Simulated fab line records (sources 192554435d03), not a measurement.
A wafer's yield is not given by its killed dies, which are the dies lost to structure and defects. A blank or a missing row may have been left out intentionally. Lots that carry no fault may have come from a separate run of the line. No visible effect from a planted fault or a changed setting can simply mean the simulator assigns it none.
Chamber matching :: flow n5-finfet :: N5_DUMMY_GATE_ETCH_37 on rie-diel-02 has 4 sister chambers
The step etches SOC in N2/H2, target depth 60 nm, overetch 30 nm. 4 wafers are shown with their chamber, then 8 later ones without.

## EACH WAFER AND ITS CHAMBER
wafer: L079.5
chamber: 1
showerhead-plenum-p-Torr (Torr): 2.69

wafer: L085.2
chamber: 3
showerhead-plenum-p-Torr (Torr): 2.51

wafer: L085.4
chamber: 0
showerhead-plenum-p-Torr (Torr): 2.39

wafer: L088.2
chamber: 2
showerhead-plenum-p-Torr (Torr): 2.63

## WAFERS WITH NO CHAMBER GIVEN
wafer: L088.5
showerhead-plenum-p-Torr (Torr): 2.51

wafer: L088.6
showerhead-plenum-p-Torr (Torr): 2.63

wafer: L091.3
showerhead-plenum-p-Torr (Torr): 2.68

wafer: L091.4
showerhead-plenum-p-Torr (Torr): 2.51

wafer: L091.5
showerhead-plenum-p-Torr (Torr): 2.68

wafer: L094.2
showerhead-plenum-p-Torr (Torr): 2.68

wafer: L094.3
showerhead-plenum-p-Torr (Torr): 2.62

wafer: L094.4
showerhead-plenum-p-Torr (Torr): 2.50

## WHICH CHAMBER EACH ONE RAN IN
wafer: L088.5
from the rows above: 3
in truth: 3

wafer: L088.6
from the rows above: 2
in truth: 2

wafer: L091.3
from the rows above: 1
in truth: 1

wafer: L091.4
from the rows above: 3
in truth: 3

wafer: L091.5
from the rows above: 1
in truth: 1

wafer: L094.2
from the rows above: 1
in truth: 1

wafer: L094.3
from the rows above: 2
in truth: 2

wafer: L094.4
from the rows above: 3
in truth: 3
Correct placement for 8 of the 8. Can't be placed from these rows: 0. 0 placed wrongly.
How it was worked out, from the rows above alone: a wafer's distance from a chamber is the root of the sum, over the readings, of the square of ((its reading less the chamber's mean) divided by the reading's scatter). If the next closest chamber is less than 2 further off than the closest, the wafer can't be placed; otherwise it belongs to the closest. The mean given for a chamber averages the wafers shown for that chamber. The scatter (one wafer shown for each chamber): square how far every hidden wafer sits from the nearest shown wafer, average those squares and take the square root.
